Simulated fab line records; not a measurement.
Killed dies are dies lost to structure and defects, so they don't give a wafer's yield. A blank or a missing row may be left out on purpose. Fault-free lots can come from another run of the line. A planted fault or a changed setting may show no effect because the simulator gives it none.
The tool behind it: which one?	flow n5_finfet	20 lots, 60 wafers sampled, at 6 steps of a route of 1938

## WHAT EACH GAUGE READ, for each wafer
The record lacks any reading of a measuring or inspecting step that a usual standard deviation could be used to judge.

## WHICH TOOL RAN EACH LOT (tool, then ch and the chambers of the sampled wafers, then the start)
lot	N5_HKMG_FIN_STRIP_34	N5_GATE_CUT_ETCH_58	N5_GATE_CUT_STRIP_59	N5_GATE_CUT_CMP_02	N5_GATE_CUT_ETCH_36	N5_GATE_CUT_VAPOR_ETCH_49
L074	rie_diel-03 ch 0,1,3, day 4 04:02	rie_diel-02 ch 0,1,2, day 4 09:08	rie_diel-02 ch 0,1,2, day 4 09:14	cmp-02 ch 1,2,3, day 4 12:49	rie_diel-06 ch 0,1,2, day 4 13:47	rie_metal-01 ch 0,1, day 4 14:20
L075	rie_diel-03 ch 0,1, day 4 09:39	rie_diel-06 ch 0,1,3, day 4 14:31	rie_diel-06 ch 0,1,3, day 4 14:37	cmp-01 ch 1,3, day 4 20:11	rie_diel-02 ch 0,1,2, day 4 21:00	rie_metal-02 ch 1, day 4 21:33
L077	rie_diel-04 ch 0,1, day 4 22:09	rie_diel-05 ch 0,2,3, day 5 03:02	rie_diel-05 ch 0,2,3, day 5 03:08	cmp-03 ch 1,2,3, day 5 05:58	rie_diel-02 ch 2,3, day 5 06:54	rie_metal-02 ch 0, day 5 07:40
L078	rie_diel-03 ch 0,1,2, day 5 03:21	rie_diel-05 ch 0,1,2, day 5 08:02	rie_diel-05 ch 0,1,2, day 5 08:08	cmp-03 ch 1,2,3, day 5 10:42	rie_diel-06 ch 0,1, day 5 11:28	rie_metal-01 ch 0, day 5 12:01
L079	rie_diel-01 ch 1,2, day 5 11:26	rie_diel-02 ch 0,1, day 5 16:11	rie_diel-02 ch 0,1, day 5 16:17	cmp-03 ch 2,3, day 5 18:49	rie_diel-02 ch 0,3, day 5 19:48	rie_metal-01 ch 0, day 5 20:21
L080	rie_diel-03 ch 1,2,3, day 5 15:30	rie_diel-06 ch 0,2,3, day 5 20:08	rie_diel-06 ch 0,2,3, day 5 20:14	cmp-03 ch 1,2,3, day 5 22:43	rie_diel-02 ch 0,3, day 5 23:43	rie_metal-01 ch 1, day 6 00:38
L081	rie_diel-04 ch 1,2,3, day 6 02:20	rie_diel-05 ch 1,2,3, day 6 07:13	rie_diel-05 ch 1,2,3, day 6 07:19	cmp-02 ch 0,1,3, day 6 09:48	rie_diel-02 ch 0,2,3, day 6 10:46	rie_metal-03 ch 0, day 6 11:32
L083	rie_diel-04 ch 0,1,3, day 6 16:11	rie_diel-05 ch 1,2,3, day 6 20:44	rie_diel-05 ch 1,2,3, day 6 20:50	cmp-01 ch 1,2,3, day 6 23:19	rie_diel-06 ch 0,1,2, day 7 00:17	rie_metal-02 ch 0,1, day 7 00:50
L085	rie_diel-01 ch 0,1,2, day 7 01:13	rie_diel-06 ch 0,3, day 7 05:39	rie_diel-06 ch 0,3, day 7 05:45	cmp-01 ch 0,3, day 7 08:17	rie_diel-06 ch 0,3, day 7 09:13	rie_metal-01 ch 0,1, day 7 09:46
L086	rie_diel-01 ch 0,1,2, day 7 09:16	rie_diel-02 ch 0,3, day 7 13:44	rie_diel-02 ch 0,3, day 7 13:50	cmp-03 ch 0,2,3, day 7 16:19	rie_diel-05 ch 1,3, day 7 17:17	rie_metal-02 ch 0,1, day 7 17:50
L087	rie_diel-01 ch 1,3, day 7 11:53	rie_diel-06 ch 0,2,3, day 7 16:19	rie_diel-06 ch 0,2,3, day 7 16:25	cmp-01 ch 1,3, day 7 18:56	rie_diel-05 ch 1,2, day 7 19:55	rie_metal-03 ch 0,1, day 7 20:28
L088	rie_diel-04 ch 0,1,2, day 7 16:05	rie_diel-06 ch 0,2,3, day 7 20:33	rie_diel-06 ch 0,2,3, day 7 20:39	cmp-02 ch 0,3, day 7 23:14	rie_diel-05 ch 1,3, day 8 00:22	rie_metal-03 ch 0,1, day 8 00:55
L089	rie_diel-04 ch 0,3, day 7 22:52	rie_diel-06 ch 0,1, day 8 03:18	rie_diel-06 ch 0,1, day 8 03:24	cmp-01 ch 0,1,3, day 8 06:16	rie_diel-02 ch 0,2, day 8 07:36	rie_metal-03 ch 0,1, day 8 08:09
L090	rie_diel-04 ch 1,2, day 8 02:58	rie_diel-05 ch 0,2,3, day 8 07:24	rie_diel-05 ch 0,2,3, day 8 07:30	cmp-01 ch 1,3, day 8 10:01	rie_diel-02 ch 0,3, day 8 10:58	rie_metal-02 ch 0,1, day 8 11:31
L091	rie_diel-04 ch 0,2,3, day 8 10:30	rie_diel-02 ch 0,2,3, day 8 15:12	rie_diel-02 ch 0,2,3, day 8 15:18	cmp-03 ch 0,1,2, day 8 17:51	rie_diel-05 ch 0,2,3, day 8 18:39	rie_metal-01 ch 0,1, day 8 19:12
L092	rie_diel-04 ch 2,3, day 8 15:02	rie_diel-06 ch 0,1, day 8 22:17	rie_diel-06 ch 0,1, day 8 22:23	cmp-02 ch 0,2, day 9 01:24	rie_diel-06 ch 0,1,2, day 9 02:13	rie_metal-03 ch 0,1, day 9 02:46
L093	rie_diel-03 ch 1,2, day 8 22:35	rie_diel-02 ch 1,3, day 9 03:27	rie_diel-02 ch 1,3, day 9 03:33	cmp-02 ch 0,1,2, day 9 06:06	rie_diel-05 ch 0,1,3, day 9 07:04	rie_metal-02 ch 0, day 9 07:37
L094	rie_diel-04 ch 2,3, day 9 05:28	rie_diel-05 ch 1,2, day 9 09:56	rie_diel-05 ch 1,2, day 9 10:02	cmp-01 ch 1,2,3, day 9 12:36	rie_diel-05 ch 1,2, day 9 13:23	rie_metal-01 ch 0,1, day 9 13:56
L095	rie_diel-01 ch 1,2, day 9 10:05	rie_diel-02 ch 1,2,3, day 9 14:40	rie_diel-02 ch 1,2,3, day 9 14:46	cmp-01 ch 0,1,3, day 9 17:25	rie_diel-06 ch 0,1,3, day 9 18:13	rie_metal-02 ch 0,1, day 9 18:46
L097	rie_diel-01 ch 1,3, day 9 21:02	rie_diel-06 ch 1,3, day 10 01:38	rie_diel-06 ch 1,3, day 10 01:44	cmp-02 ch 0,1,3, day 10 04:17	rie_diel-06 ch 0,1, day 10 05:25	rie_metal-03 ch 0,1, day 10 05:58
- N5_HKMG_FIN_STRIP_34: strips in CF4.
- N5_GATE_CUT_ETCH_58: etches SiNx in CH3F/O2, target depth 17 nm, time 128.6 s.
- N5_GATE_CUT_STRIP_59: strips in N2/H2, time 20 s.
- N5_GATE_CUT_CMP_02: polishes, stops on SiO2, t overpolish 12.7 s, target thk 0 nm.
- N5_GATE_CUT_ETCH_36: etches SiARC in CF4, target depth 13 nm, time 21.7 s.
- N5_GATE_CUT_VAPOR_ETCH_49: etches TiAlC in BCl3/Cl2.

## WHAT THE TOOLS THEMSELVES READ (means of the sampled wafers that have a number; where no wafer has one, the mark that the record gives instead)
N5_HKMG_FIN_STRIP_34. Usual: drypump_motor_current_A 5.7 A, standard deviation 0.44; oes_product_au 0.75 a.u., standard deviation 0.054; rf_vpp_V 271.7 V, standard deviation 1.3; showerhead_plenum_p_Torr 1.81 Torr, standard deviation 0.046; throttle_valve_pct 13.55 %, standard deviation 0.16.
lot	tool	drypump_motor_current_A (A)	oes_product_au (a.u.)	rf_vpp_V (V)	showerhead_plenum_p_Torr (Torr)	throttle_valve_pct (%)	flag
L074	rie_diel-03	5.5	0.77	272.2	1.85	13.42	
L075	rie_diel-03	5.3	0.82	272.4	1.86	13.27	
L077	rie_diel-04	6.0	0.81	271.7	1.80	13.68	
L078	rie_diel-03	5.3	0.79	272.1	1.83	13.34	
L079	rie_diel-01	5.0	0.72	270.9	1.80	13.59	
L080	rie_diel-03	5.5	0.75	271.8	1.82	13.51	
L081	rie_diel-04	6.0	0.77	271.4	1.81	13.54	
L083	rie_diel-04	6.0	0.78	271.3	1.81	13.63	
L085	rie_diel-01	5.2	0.73	271.4	1.78	13.58	
L086	rie_diel-01	5.2	0.73	270.8	1.78	13.57	
L087	rie_diel-01	5.8	0.79	273.2	1.88	13.46	
L088	rie_diel-04	6.0	0.76	271.8	1.79	13.64	
L089	rie_diel-04	6.0	0.73	272.5	1.82	13.69	
L090	rie_diel-04	6.1	0.74	271.1	1.78	13.56	
L091	rie_diel-04	6.0	0.72	270.9	1.80	13.69	
L092	rie_diel-04	6.0	0.70	271.6	1.82	13.62	
L093	rie_diel-03	5.3	0.75	270.9	1.79	13.49	
L094	rie_diel-04	6.0	0.71	271.8	1.82	13.62	
L095	rie_diel-01	5.0	0.69	272.1	1.79	13.67	
L097	rie_diel-01	5.8	0.77	272.8	1.88	13.49	

N5_GATE_CUT_ETCH_58. Usual: drypump_motor_current_A 5.6 A, standard deviation 0.52; oes_product_au 0.77 a.u., standard deviation 0.082; rf_vpp_V 99.3 V, standard deviation 1; showerhead_plenum_p_Torr 2.03 Torr, standard deviation 0.084; throttle_valve_pct 16.38 %, standard deviation 0.27.
lot	tool	drypump_motor_current_A (A)	oes_product_au (a.u.)	rf_vpp_V (V)	showerhead_plenum_p_Torr (Torr)	throttle_valve_pct (%)	flag
L074	rie_diel-02	5.2	0.72	99.3	1.95	16.58	
L075	rie_diel-06	6.1	0.82	99.4	2.04	16.08	
L077	rie_diel-05	5.6	0.75	99.2	2.03	16.45	
L078	rie_diel-05	5.6	0.80	99.6	2.00	16.46	
L079	rie_diel-02	5.5	0.72	98.1	1.94	16.68	
L080	rie_diel-06	5.8	0.73	98.6	1.99	16.32	
L081	rie_diel-05	5.4	0.79	99.7	2.07	16.35	
L083	rie_diel-05	5.4	0.79	98.3	2.07	16.36	
L085	rie_diel-06	5.6	0.75	98.6	1.96	16.25	
L086	rie_diel-02	5.4	0.75	99.4	2.08	16.53	
L087	rie_diel-06	5.9	0.72	99.0	1.98	16.34	
L088	rie_diel-06	5.8	0.72	99.1	1.98	16.34	
L089	rie_diel-06	6.1	0.83	99.7	2.04	16.05	
L090	rie_diel-05	5.6	0.73	99.1	2.02	16.49	
L091	rie_diel-02	5.2	0.81	99.9	2.10	16.40	
L092	rie_diel-06	5.7	0.79	100.0	1.98	16.21	
L093	rie_diel-02	5.6	0.92	98.3	2.11	16.39	
L094	rie_diel-05	5.2	0.77	99.0	2.05	16.59	
L095	rie_diel-02	5.4	0.90	100.2	2.12	16.29	
L097	rie_diel-06	6.5	0.77	99.0	2.08	16.08	

N5_GATE_CUT_STRIP_59. Usual: drypump_motor_current_A 5.7 A, standard deviation 0.52; n2_flow_sccm 300.0 sccm, standard deviation 0.81; oes_product_au 0.78 a.u., standard deviation 0.085; rf_vpp_V 45.4 V, standard deviation 0.89; showerhead_plenum_p_Torr 3.43 Torr, standard deviation 0.14; throttle_valve_pct 12.3 %, standard deviation 0.32.
lot	tool	drypump_motor_current_A (A)	n2_flow_sccm (sccm)	oes_product_au (a.u.)	rf_vpp_V (V)	showerhead_plenum_p_Torr (Torr)	throttle_valve_pct (%)	flag
L074	rie_diel-02	5.3	300.0	0.72	45.1	3.31	12.5	
L075	rie_diel-06	6.1	299.6	0.82	45.7	3.45	12.0	
L077	rie_diel-05	5.6	299.1	0.74	45.9	3.43	12.5	
L078	rie_diel-05	5.6	299.8	0.80	45.1	3.39	12.5	
L079	rie_diel-02	5.5	299.3	0.71	45.2	3.31	12.7	
L080	rie_diel-06	5.9	300.2	0.73	45.4	3.37	12.3	
L081	rie_diel-05	5.4	300.5	0.79	45.3	3.50	12.3	
L083	rie_diel-05	5.4	300.2	0.79	45.8	3.49	12.3	
L085	rie_diel-06	5.6	299.9	0.75	44.1	3.32	12.1	
L086	rie_diel-02	5.4	300.2	0.75	44.9	3.51	12.4	
L087	rie_diel-06	5.8	298.9	0.72	44.9	3.36	12.3	
L088	rie_diel-06	5.8	300.8	0.72	45.1	3.36	12.3	
L089	rie_diel-06	6.1	299.9	0.83	46.0	3.46	12.0	
L090	rie_diel-05	5.6	300.5	0.72	45.6	3.41	12.5	
L091	rie_diel-02	5.2	299.7	0.82	45.1	3.53	12.2	
L092	rie_diel-06	5.6	300.1	0.79	45.4	3.34	12.1	
L093	rie_diel-02	5.6	300.0	0.92	45.5	3.57	12.3	
L094	rie_diel-05	5.2	298.8	0.76	45.1	3.48	12.6	
L095	rie_diel-02	5.4	300.4	0.89	45.4	3.56	12.1	
L097	rie_diel-06	6.5	299.3	0.77	44.8	3.52	12.1	

N5_GATE_CUT_CMP_02. Usual: motor_current_A 8.8 A, standard deviation 0.74; overpolish_run_s 12.700 s, standard deviation 0.0085; pad_life_wafers 780, standard deviation 570; retaining_ring_pressure_frac 1.001, standard deviation 0.0049; time_to_endpoint_s 25.2 s, standard deviation 2.5.
lot	tool	motor_current_A (A)	overpolish_run_s (s)	pad_life_wafers	retaining_ring_pressure_frac	time_to_endpoint_s (s)	flag
L074	cmp-02	8.7	12.701	853	0.996	25.5	
L075	cmp-01	9.2	12.697	1808	1.002	25.3	
L077	cmp-03	9.6	12.696	326	1.001	24.8	
L078	cmp-03	9.9	12.703	380	1.001	25.1	
L079	cmp-03	9.3	12.701	452	1.004	23.8	
L080	cmp-03	9.5	12.701	487	1.001	25.5	
L081	cmp-02	8.6	12.703	1177	1.007	26.7	
L083	cmp-01	8.8	12.699	146	1.002	26.5	
L085	cmp-01	8.8	12.700	218	1.000	23.7	
L086	cmp-03	8.6	12.707	841	0.996	28.6	
L087	cmp-01	9.2	12.703	302	1.004	26.2	
L088	cmp-02	8.8	12.693	1460	1.000	22.2	
L089	cmp-01	8.8	12.708	417	1.002	21.3	
L090	cmp-01	9.1	12.703	446	1.005	23.3	
L091	cmp-03	9.2	12.701	1046	1.001	25.5	
L092	cmp-02	8.2	12.700	1652	1.002	24.8	
L093	cmp-02	8.2	12.699	1688	1.002	28.5	
L094	cmp-01	8.7	12.698	638	1.000	25.0	
L095	cmp-01	8.6	12.700	674	1.004	24.5	
L097	cmp-02	8.9	12.698	1892	0.998	22.5	

N5_GATE_CUT_ETCH_36. Usual: drypump_motor_current_A 5.6 A, standard deviation 0.54; etch_rf_on_time_s 21.9 s, standard deviation 0.34; oes_product_au 0.65 a.u., standard deviation 0.056; rf_vpp_V 184.5 V, standard deviation 1.2; showerhead_plenum_p_Torr 2.17 Torr, standard deviation 0.084; throttle_valve_pct 15.68 %, standard deviation 0.25.
lot	tool	drypump_motor_current_A (A)	etch_rf_on_time_s (s)	oes_product_au (a.u.)	rf_vpp_V (V)	showerhead_plenum_p_Torr (Torr)	throttle_valve_pct (%)	flag
L074	rie_diel-06	5.9	21.8	0.68	184.4	2.15	15.55	
L075	rie_diel-02	5.3	21.8	0.61	183.5	2.09	15.88	
L077	rie_diel-02	5.3	22.0	0.63	184.1	2.17	15.75	
L078	rie_diel-06	5.6	21.6	0.70	183.9	2.12	15.46	
L079	rie_diel-02	5.3	22.0	0.65	185.2	2.23	15.89	
L080	rie_diel-02	5.4	21.8	0.65	185.5	2.23	15.85	
L081	rie_diel-02	5.2	22.0	0.62	184.4	2.16	15.83	
L083	rie_diel-06	5.9	21.6	0.66	183.9	2.14	15.60	
L085	rie_diel-06	5.6	21.8	0.64	184.8	2.11	15.55	
L086	rie_diel-05	5.6	21.7	0.67	184.8	2.21	15.47	
L087	rie_diel-05	5.2	21.6	0.66	184.6	2.20	15.82	
L088	rie_diel-05	5.7	21.8	0.70	185.1	2.19	15.51	
L089	rie_diel-02	5.1	22.1	0.69	185.7	2.24	15.74	
L090	rie_diel-02	5.3	21.8	0.63	185.5	2.22	15.93	
L091	rie_diel-05	5.6	21.6	0.62	184.0	2.15	15.77	
L092	rie_diel-06	5.9	21.6	0.65	185.0	2.14	15.62	
L093	rie_diel-05	5.8	21.8	0.65	184.8	2.14	15.62	
L094	rie_diel-05	5.2	21.7	0.65	184.4	2.19	15.84	
L095	rie_diel-06	6.1	22.1	0.66	183.2	2.17	15.46	
L097	rie_diel-06	6.1	21.8	0.69	185.0	2.19	15.41	

N5_GATE_CUT_VAPOR_ETCH_49. Usual: drypump_motor_current_A 5.7 A, standard deviation 0.45; oes_product_au 0.85 a.u., standard deviation 0.11.
lot	tool	drypump_motor_current_A (A)	oes_product_au (a.u.)	flag
L074	rie_metal-01	5.8	0.73	
L075	rie_metal-02	6.2	0.59	
L077	rie_metal-02	6.1	0.96	
L078	rie_metal-01	5.3	0.57	
L079	rie_metal-01	5.3	0.57	
L080	rie_metal-01	6.1	0.79	
L081	rie_metal-03	5.4	0.95	
L083	rie_metal-02	6.1	0.92	
L085	rie_metal-01	5.6	0.90	
L086	rie_metal-02	6.1	0.90	
L087	rie_metal-03	5.1	0.94	
L088	rie_metal-03	5.1	0.93	
L089	rie_metal-03	5.1	0.93	
L090	rie_metal-02	6.2	0.90	
L091	rie_metal-01	5.8	0.82	
L092	rie_metal-03	5.1	0.91	
L093	rie_metal-02	6.1	0.88	
L094	rie_metal-01	5.8	0.82	
L095	rie_metal-02	6.2	0.88	
L097	rie_metal-03	5.2	0.89	

## THE ANSWER, worked out from the rows above alone
Rule: a lot is off if the mean of its wafers that have a number lies more than 3 standard deviations from the usual mean. Also off: a lot with no number at a reading for which 4 or more lots have one. All remaining lots with rows at the step are treated as sound. After the gauges, taken in route order, come the tools' own readings; for these a lot's mean is taken, as printed above. The first step at which some lot is off is used, and at that step the reading that is off furthest; a lot without a number counts as furthest.
Across all readings shown, no lot is off: no conclusion can be drawn from this.

## WHAT THE SIMULATOR PUT IN
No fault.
